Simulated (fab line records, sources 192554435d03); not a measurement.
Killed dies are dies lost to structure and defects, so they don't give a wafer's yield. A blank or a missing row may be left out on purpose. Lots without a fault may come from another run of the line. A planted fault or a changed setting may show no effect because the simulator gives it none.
Which tool did it? | flow n5_finfet | 24 lots, 72 wafers sampled, at 6 steps of a route of 1938

WHAT THE GAUGES READ, wafer by wafer
N5_FIN_SAQP_THK_MEAS_05. Usual: thk_nm 38.0 nm, standard deviation 0.47.
lot  | measured    | on            | thk_nm (nm)    | flag
L074 | day 1 21:45 | film_metro-02 | 37.8 38.3 38.2 |
L075 | day 2 03:16 | film_metro-01 | 38.3 38.9 38.7 |
L076 | day 2 09:12 | film_metro-01 | 37.7 37.3 38.0 |
L077 | day 2 15:50 | film_metro-01 | 37.9 38.5 38.6 |
L078 | day 2 21:25 | film_metro-02 | 38.1 37.9 37.9 |
L079 | day 3 03:22 | film_metro-01 | 37.2 37.6 38.4 |
L080 | day 3 09:26 | film_metro-02 | 37.1 38.0 37.8 |
L081 | day 3 15:01 | film_metro-02 | 38.7 38.4 38.3 |
L082 | day 3 22:02 | film_metro-02 | 37.4 37.9 38.2 |
L083 | day 4 03:45 | film_metro-01 | 37.6 37.8 37.8 |
L084 | day 4 09:41 | film_metro-01 | 38.8 38.4 38.7 |
L085 | day 4 15:53 | film_metro-01 | 37.7 37.4 37.9 |
L086 | day 4 23:36 | film_metro-01 | 36.8 38.3 38.2 |
L087 | day 5 05:16 | film_metro-02 | 37.4 38.2 38.4 |
L088 | day 5 10:02 | film_metro-02 | 36.9 37.9 38.0 |
L089 | day 5 16:00 | film_metro-01 | 38.0 38.4 38.0 |
L090 | day 5 21:38 | film_metro-02 | 37.4 37.8 38.3 |
L091 | day 6 03:39 | film_metro-02 | 37.8 38.1 37.4 |
L092 | day 6 09:43 | film_metro-01 | 37.8 37.0 38.4 |
L093 | day 6 15:14 | film_metro-01 | 37.6 37.8 38.2 |
L094 | day 6 21:19 | film_metro-01 | 38.0 38.0 38.5 |
L095 | day 7 02:55 | film_metro-01 | 38.8 38.1 38.6 |
L096 | day 7 09:38 | film_metro-02 | 37.6 38.3 37.6 |
L097 | day 7 16:01 | film_metro-02 | 37.8 38.3 38.2 |

N5_FIN_SAQP_OVL_MEAS_17. Usual: FIN_CORE_OVL 0.0 nm, standard deviation 1.
lot  | measured    | on         | FIN_CORE_OVL (nm) | flag
L074 | day 1 22:23 | overlay-02 | 0.7 0.0 0.9       |
L075 | day 2 03:56 | overlay-02 | 1.6 1.1 0.4       |
L076 | day 2 09:58 | overlay-02 | 0.3 -0.8 2.0      |
L077 | day 2 17:32 | overlay-02 | 0.1 -0.4 -1.4     |
L078 | day 2 22:09 | overlay-02 | -0.2 1.3 0.9      |
L079 | day 3 04:06 | overlay-02 | -1.4 -0.3 0.3     |
L080 | day 3 10:03 | overlay-01 | -0.8 -0.2 -0.9    |
L081 | day 3 15:37 | overlay-01 | 0.8 1.1 1.8       |
L082 | day 3 22:47 | overlay-02 | 0.2 0.1 0.9       |
L083 | day 4 04:29 | overlay-01 | -0.5 0.7 -2.2     |
L084 | day 4 10:17 | overlay-01 | -0.7 0.1 0.4      |
L085 | day 4 16:30 | overlay-02 | -1.3 0.3 -0.2     |
L086 | day 5 00:12 | overlay-01 | -0.1 0.5 1.3      |
L087 | day 5 06:00 | overlay-02 | 0.3 -0.2 0.5      |
L088 | day 5 10:46 | overlay-02 | 0.0 -0.6 0.1      |
L089 | day 5 16:44 | overlay-02 | -0.4 -2.0 -0.3    |
L090 | day 5 22:15 | overlay-02 | -0.2 -0.5 0.8     |
L091 | day 6 04:23 | overlay-02 | -0.2 -1.2 0.9     |
L092 | day 6 10:22 | overlay-01 | -1.3 -2.3 0.2     |
L093 | day 6 15:50 | overlay-01 | -1.0 0.2 -1.4     |
L094 | day 6 22:05 | overlay-01 | 0.2 1.6 2.8       |
L095 | day 7 03:39 | overlay-02 | 0.7 0.3 0.7       |
L096 | day 7 10:23 | overlay-02 | -0.8 0.0 -1.3     |
L097 | day 7 16:49 | overlay-02 | -0.8 -0.7 -1.5    |

N5_FIN_SAQP_CD_MEAS_31: target cd 8 nm. Usual: cd_nm 8.14 nm, standard deviation 0.23.
lot  | measured    | on        | cd_nm (nm)     | flag
L074 | day 2 02:17 | cd_sem-03 | 8.26 8.35 7.96 |
L075 | day 2 07:49 | cd_sem-01 | 8.07 8.24 7.94 |
L076 | day 2 13:34 | cd_sem-02 | 8.12 8.00 7.95 |
L077 | day 2 21:22 | cd_sem-02 | 8.00 7.66 7.93 |
L078 | day 3 02:20 | cd_sem-03 | 8.27 7.81 8.36 |
L079 | day 3 07:56 | cd_sem-02 | 8.14 7.75 8.03 |
L080 | day 3 13:49 | cd_sem-01 | 8.39 8.03 8.07 |
L081 | day 3 19:52 | cd_sem-01 | 8.14 8.25 7.83 |
L082 | day 4 02:43 | cd_sem-02 | 8.02 8.15 8.23 |
L083 | day 4 10:10 | cd_sem-02 | 8.45 8.30 8.15 |
L084 | day 4 14:20 | cd_sem-01 | 8.24 7.93 7.90 |
L085 | day 4 22:03 | cd_sem-01 | 7.78 7.88 8.51 |
L086 | day 5 05:32 | cd_sem-02 | 8.06 8.48 8.43 |
L087 | day 5 10:15 | cd_sem-03 | 8.26 8.19 8.17 |
L088 | day 5 14:38 | cd_sem-03 | 7.84 7.87 8.01 |
L089 | day 5 20:26 | cd_sem-02 | 8.26 8.05 8.18 |
L090 | day 6 01:52 | cd_sem-03 | 8.28 7.92 8.05 |
L091 | day 6 09:12 | cd_sem-02 | 7.85 8.01 7.68 |
L092 | day 6 14:25 | cd_sem-03 | 8.18 7.97 8.17 |
L093 | day 6 19:29 | cd_sem-01 | 8.12 8.22 8.51 |
L094 | day 7 02:37 | cd_sem-03 | 8.32 8.30 8.50 |
L095 | day 7 07:24 | cd_sem-03 | 8.25 8.40 8.43 |
L096 | day 7 14:11 | cd_sem-03 | 8.15 8.08 8.31 |
L097 | day 7 20:45 | cd_sem-01 | 8.08 7.96 8.47 |

WHICH TOOL RAN EACH LOT (tool, then ch and the chambers of the sampled wafers, then the start)
lot  | N5_WELL_APT_RTA_34              | N5_FIN_SAQP_SPACER1_ETCHBACK_25   | N5_FIN_SAQP_ETCH_57
L074 | rtp_anneal-01 ch 0, day 1 16:11 | rie_diel-04 ch 0,1,3, day 2 00:26 | rie_diel-04 ch 1,2,3, day 2 00:47
L075 | rtp_anneal-02 ch 0, day 1 22:07 | rie_diel-04 ch 0,1,3, day 2 05:58 | rie_diel-02 ch 0,2,3, day 2 06:12
L076 | rtp_anneal-02 ch 0, day 2 04:11 | rie_diel-05 ch 0,2,3, day 2 11:49 | rie_diel-04 ch 1,2,3, day 2 12:04
L077 | rtp_anneal-01 ch 0, day 2 10:09 | rie_diel-02 ch 0,2, day 2 19:31   | rie_diel-04 ch 0,1,3, day 2 19:46
L078 | rtp_anneal-01 ch 0, day 2 15:55 | rie_diel-04 ch 0,1,2, day 3 00:29 | rie_diel-05 ch 0,3, day 3 00:44
L079 | rtp_anneal-01 ch 0, day 2 21:44 | rie_diel-05 ch 0,2,3, day 3 06:09 | rie_diel-02 ch 0,1,3, day 3 06:24
L080 | rtp_anneal-01 ch 0, day 3 03:45 | rie_diel-04 ch 2,3, day 3 11:55   | rie_diel-02 ch 0,3, day 3 12:10
L081 | rtp_anneal-01 ch 0, day 3 09:45 | rie_diel-04 ch 0,2,3, day 3 17:29 | rie_diel-05 ch 1,2,3, day 3 17:44
L082 | rtp_anneal-02 ch 0, day 3 15:52 | rie_diel-05 ch 0,1,2, day 4 00:55 | rie_diel-05 ch 0,1, day 4 01:14
L083 | rtp_anneal-01 ch 0, day 3 22:17 | rie_diel-02 ch 0,1,2, day 4 08:17 | rie_diel-04 ch 1,2,3, day 4 08:32
L084 | rtp_anneal-02 ch 0, day 4 04:16 | rie_diel-04 ch 0,1,2, day 4 12:23 | rie_diel-04 ch 0,1,2, day 4 12:38
L085 | rtp_anneal-02 ch 0, day 4 10:15 | rie_diel-04 ch 1,2, day 4 18:22   | rie_diel-04 ch 1,3, day 4 18:37
L086 | rtp_anneal-01 ch 0, day 4 16:16 | rie_diel-05 ch 1,2,3, day 5 02:58 | rie_diel-02 ch 0,2,3, day 5 03:14
L087 | rtp_anneal-01 ch 0, day 4 21:58 | rie_diel-02 ch 0,2, day 5 07:55   | rie_diel-05 ch 0,2, day 5 08:10
L088 | rtp_anneal-02 ch 0, day 5 04:02 | rie_diel-04 ch 0,1, day 5 12:45   | rie_diel-05 ch 1,2,3, day 5 13:08
L089 | rtp_anneal-02 ch 0, day 5 10:08 | rie_diel-04 ch 1,2,3, day 5 18:39 | rie_diel-05 ch 1,2,3, day 5 18:54
L090 | rtp_anneal-01 ch 0, day 5 16:08 | rie_diel-05 ch 2,3, day 6 00:07   | rie_diel-02 ch 1,2, day 6 00:22
L091 | rtp_anneal-01 ch 0, day 5 22:04 | rie_diel-04 ch 0,1,3, day 6 06:30 | rie_diel-04 ch 0,2,3, day 6 07:09
L092 | rtp_anneal-02 ch 0, day 6 04:03 | rie_diel-05 ch 2,3, day 6 12:22   | rie_diel-05 ch 1,2,3, day 6 12:37
L093 | rtp_anneal-01 ch 0, day 6 10:25 | rie_diel-04 ch 1,2,3, day 6 17:44 | rie_diel-04 ch 1,3, day 6 17:59
L094 | rtp_anneal-02 ch 0, day 6 16:27 | rie_diel-02 ch 0,1, day 7 00:40   | rie_diel-05 ch 1,3, day 7 01:02
L095 | rtp_anneal-01 ch 0, day 6 21:54 | rie_diel-04 ch 0,1,3, day 7 05:38 | rie_diel-02 ch 0,2,3, day 7 05:53
L096 | rtp_anneal-02 ch 0, day 7 04:26 | rie_diel-05 ch 0,2,3, day 7 12:25 | rie_diel-02 ch 1,3, day 7 12:41
L097 | rtp_anneal-01 ch 0, day 7 10:07 | rie_diel-05 ch 0,2, day 7 18:59   | rie_diel-05 ch 0,3, day 7 19:14
- N5_WELL_APT_RTA_34: time 10 s.
- N5_FIN_SAQP_SPACER1_ETCHBACK_25: etches SiO2 in CHF3/O2, target depth 24.4 nm, time 12.2 s.
- N5_FIN_SAQP_ETCH_57: etches SiNx in CH3F/O2, target depth 32.5 nm, time 46.4 s.

WHAT THE TOOLS THEMSELVES READ (means of the sampled wafers that have a number; where no wafer has one, the mark that the record gives instead)
N5_WELL_APT_RTA_34. Usual: lamp_power_pct 13.00 %, standard deviation 0.055; wafer_temp_C_max 1003.6, standard deviation 1.1.
lot  | tool          | lamp_power_pct (%) | wafer_temp_C_max | flag
L074 | rtp_anneal-01 | 12.98              | 1003.6           |
L075 | rtp_anneal-02 | 12.99              | 1003.0           |
L076 | rtp_anneal-02 | 12.98              | 1003.8           |
L077 | rtp_anneal-01 | 12.99              | 1004.7           |
L078 | rtp_anneal-01 | 13.02              | 1003.1           |
L079 | rtp_anneal-01 | 12.99              | 1003.0           |
L080 | rtp_anneal-01 | 13.08              | 1004.5           |
L081 | rtp_anneal-01 | 12.98              | 1005.8           |
L082 | rtp_anneal-02 | 12.99              | 1003.8           |
L083 | rtp_anneal-01 | 13.04              | 1003.4           |
L084 | rtp_anneal-02 | 13.01              | 1003.4           |
L085 | rtp_anneal-02 | 13.01              | 1004.3           |
L086 | rtp_anneal-01 | 12.97              | 1003.3           |
L087 | rtp_anneal-01 | 13.02              | 1002.6           |
L088 | rtp_anneal-02 | 13.02              | 1004.4           |
L089 | rtp_anneal-02 | 12.99              | 1003.0           |
L090 | rtp_anneal-01 | 12.97              | 1003.3           |
L091 | rtp_anneal-01 | 13.03              | 1004.5           |
L092 | rtp_anneal-02 | 13.02              | 1004.0           |
L093 | rtp_anneal-01 | 12.96              | 1003.7           |
L094 | rtp_anneal-02 | 12.97              | 1002.5           |
L095 | rtp_anneal-01 | 13.04              | 1003.5           |
L096 | rtp_anneal-02 | 13.07              | 1004.6           |
L097 | rtp_anneal-01 | 12.99              | 1004.1           |

N5_FIN_SAQP_SPACER1_ETCHBACK_25. Usual: O2_flow_sccm 5.000 sccm, standard deviation 0.014; drypump_motor_current_A 5.7 A, standard deviation 0.45; oes_product_au 0.75 a.u., standard deviation 0.08; rf_vpp_V 523 V, standard deviation 5.2; showerhead_plenum_p_Torr 2.40 Torr, standard deviation 0.086; throttle_valve_pct 19.02 %, standard deviation 0.13.
lot  | tool        | O2_flow_sccm (sccm) | drypump_motor_current_A (A) | oes_product_au (a.u.) | rf_vpp_V (V) | showerhead_plenum_p_Torr (Torr) | throttle_valve_pct (%) | flag
L074 | rie_diel-04 | 4.996               | 5.6                         | 0.72                  | 524          | 2.38                            | 19.11                  |
L075 | rie_diel-04 | 5.001               | 5.6                         | 0.72                  | 524          | 2.38                            | 19.10                  |
L076 | rie_diel-05 | 4.994               | 6.2                         | 0.73                  | 526          | 2.49                            | 19.10                  |
L077 | rie_diel-02 | 4.998               | 5.6                         | 0.79                  | 529          | 2.39                            | 18.84                  |
L078 | rie_diel-04 | 5.006               | 5.6                         | 0.72                  | 523          | 2.36                            | 19.10                  |
L079 | rie_diel-05 | 4.990               | 6.2                         | 0.72                  | 526          | 2.49                            | 19.10                  |
L080 | rie_diel-04 | 5.014               | 5.1                         | 0.73                  | 525          | 2.45                            | 18.97                  |
L081 | rie_diel-04 | 4.983               | 5.4                         | 0.72                  | 522          | 2.39                            | 18.99                  |
L082 | rie_diel-05 | 5.015               | 5.8                         | 0.70                  | 523          | 2.42                            | 19.13                  |
L083 | rie_diel-02 | 5.000               | 5.7                         | 0.79                  | 528          | 2.46                            | 18.86                  |
L084 | rie_diel-04 | 4.999               | 5.6                         | 0.80                  | 522          | 2.35                            | 18.98                  |
L085 | rie_diel-04 | 5.008               | 5.5                         | 0.89                  | 524          | 2.37                            | 18.96                  |
L086 | rie_diel-05 | 5.002               | 5.9                         | 0.71                  | 518          | 2.43                            | 19.08                  |
L087 | rie_diel-02 | 4.983               | 5.6                         | 0.76                  | 529          | 2.39                            | 18.87                  |
L088 | rie_diel-04 | 4.982               | 5.9                         | 0.78                  | 522          | 2.31                            | 19.02                  |
L089 | rie_diel-04 | 5.008               | 5.3                         | 0.79                  | 525          | 2.41                            | 18.99                  |
L090 | rie_diel-05 | 4.996               | 6.3                         | 0.72                  | 522          | 2.50                            | 19.08                  |
L091 | rie_diel-04 | 4.996               | 5.6                         | 0.78                  | 523          | 2.37                            | 19.02                  |
L092 | rie_diel-05 | 4.994               | 6.1                         | 0.71                  | 520          | 2.49                            | 19.19                  |
L093 | rie_diel-04 | 4.992               | 5.3                         | 0.78                  | 523          | 2.41                            | 19.01                  |
L094 | rie_diel-02 | 4.991               | 5.6                         | 0.73                  | 526          | 2.37                            | 18.87                  |
L095 | rie_diel-04 | 5.014               | 5.6                         | 0.77                  | 522          | 2.37                            | 19.03                  |
L096 | rie_diel-05 | 5.002               | 6.2                         | 0.79                  | 526          | 2.48                            | 19.03                  |
L097 | rie_diel-05 | 5.008               | 6.1                         | 0.86                  | 530          | 2.47                            | 18.94                  |

N5_FIN_SAQP_ETCH_57. Usual: CH3F_flow_sccm 30.01 sccm, standard deviation 0.09; O2_flow_sccm 20.00 sccm, standard deviation 0.064; drypump_motor_current_A 5.7 A, standard deviation 0.43; etch_rf_on_time_s 46.5 s, standard deviation 0.84; oes_product_au 0.64 a.u., standard deviation 0.063; rf_vpp_V 297 V, standard deviation 3.4; showerhead_plenum_p_Torr 2.00 Torr, standard deviation 0.077; throttle_valve_pct 16.45 %, standard deviation 0.14.
lot  | tool        | CH3F_flow_sccm (sccm) | O2_flow_sccm (sccm) | drypump_motor_current_A (A) | etch_rf_on_time_s (s) | oes_product_au (a.u.) | rf_vpp_V (V) | showerhead_plenum_p_Torr (Torr) | throttle_valve_pct (%) | flag
L074 | rie_diel-04 | 30.03                 | 19.99               | 5.3                         | 46.9                  | 0.63                  | 296          | 2.01                            | 16.54                  |
L075 | rie_diel-02 | 30.01                 | 19.98               | 5.6                         | 46.4                  | 0.70                  | 300          | 1.99                            | 16.31                  |
L076 | rie_diel-04 | 29.93                 | 19.97               | 5.2                         | 46.4                  | 0.62                  | 297          | 2.01                            | 16.55                  |
L077 | rie_diel-04 | 30.05                 | 20.03               | 5.6                         | 46.1                  | 0.61                  | 297          | 1.98                            | 16.58                  |
L078 | rie_diel-05 | 30.00                 | 20.02               | 6.5                         | 48.2                  | 0.62                  | 300          | 2.08                            | 16.46                  |
L079 | rie_diel-02 | 30.11                 | 19.90               | 5.7                         | 46.8                  | 0.67                  | 297          | 1.98                            | 16.31                  |
L080 | rie_diel-02 | 29.95                 | 20.04               | 5.6                         | 46.6                  | 0.65                  | 298          | 1.92                            | 16.32                  |
L081 | rie_diel-05 | 29.99                 | 20.02               | 5.9                         | 46.1                  | 0.62                  | 294          | 2.02                            | 16.51                  |
L082 | rie_diel-05 | 29.99                 | 19.95               | 6.0                         | 45.7                  | 0.60                  | 301          | 2.00                            | 16.56                  |
L083 | rie_diel-04 | 29.97                 | 19.98               | 5.3                         | 46.7                  | 0.70                  | 297          | 2.00                            | 16.42                  |
L084 | rie_diel-04 | 29.99                 | 19.93               | 5.6                         | 46.6                  | 0.69                  | 295          | 1.95                            | 16.43                  |
L085 | rie_diel-04 | 29.94                 | 20.06               | 5.3                         | 46.1                  | 0.69                  | 299          | 2.03                            | 16.43                  |
L086 | rie_diel-02 | 30.06                 | 19.98               | 5.6                         | 45.5                  | 0.68                  | 299          | 1.99                            | 16.37                  |
L087 | rie_diel-05 | 30.07                 | 19.92               | 6.1                         | 47.8                  | 0.60                  | 301          | 2.06                            | 16.67                  |
L088 | rie_diel-05 | 30.00                 | 19.98               | 5.9                         | 47.3                  | 0.60                  | 293          | 2.02                            | 16.53                  |
L089 | rie_diel-05 | 30.03                 | 19.99               | 5.9                         | 46.4                  | 0.60                  | 294          | 2.02                            | 16.54                  |
L090 | rie_diel-02 | 29.96                 | 20.00               | 5.6                         | 45.4                  | 0.69                  | 300          | 2.10                            | 16.33                  |
L091 | rie_diel-04 | 30.14                 | 20.02               | 5.5                         | 45.8                  | 0.60                  | 296          | 1.98                            | 16.49                  |
L092 | rie_diel-05 | 30.01                 | 19.99               | 5.9                         | 47.3                  | 0.60                  | 294          | 2.01                            | 16.56                  |
L093 | rie_diel-04 | 29.98                 | 20.02               | 5.3                         | 46.1                  | 0.67                  | 299          | 2.02                            | 16.46                  |
L094 | rie_diel-05 | 30.09                 | 19.94               | 5.8                         | 46.5                  | 0.59                  | 294          | 1.95                            | 16.48                  |
L095 | rie_diel-02 | 30.05                 | 19.93               | 5.6                         | 47.2                  | 0.65                  | 299          | 1.98                            | 16.39                  |
L096 | rie_diel-02 | 29.98                 | 20.00               | 5.6                         | 47.7                  | 0.65                  | 296          | 1.97                            | 16.44                  |
L097 | rie_diel-05 | 30.09                 | 20.03               | 6.5                         | 47.7                  | 0.67                  | 298          | 2.06                            | 16.38                  |

THE ANSWER, worked out from the rows above alone
Rule: a lot is off if the mean of its wafers that have a number lies more than 3 standard deviations from the usual mean. A lot without any number at a reading at which 4 lots or more have one is off too. The other lots that the step has rows for count as sound. The gauges are gone through in route order, then the tools' own readings, and for those a lot's mean is taken as printed above. The first step at which some lot is off is used, and at that step the reading that is off furthest; a lot without a number counts as furthest.
No lot is off at any reading shown: from this, nothing can be told.

WHAT THE SIMULATOR HAD PUT IN
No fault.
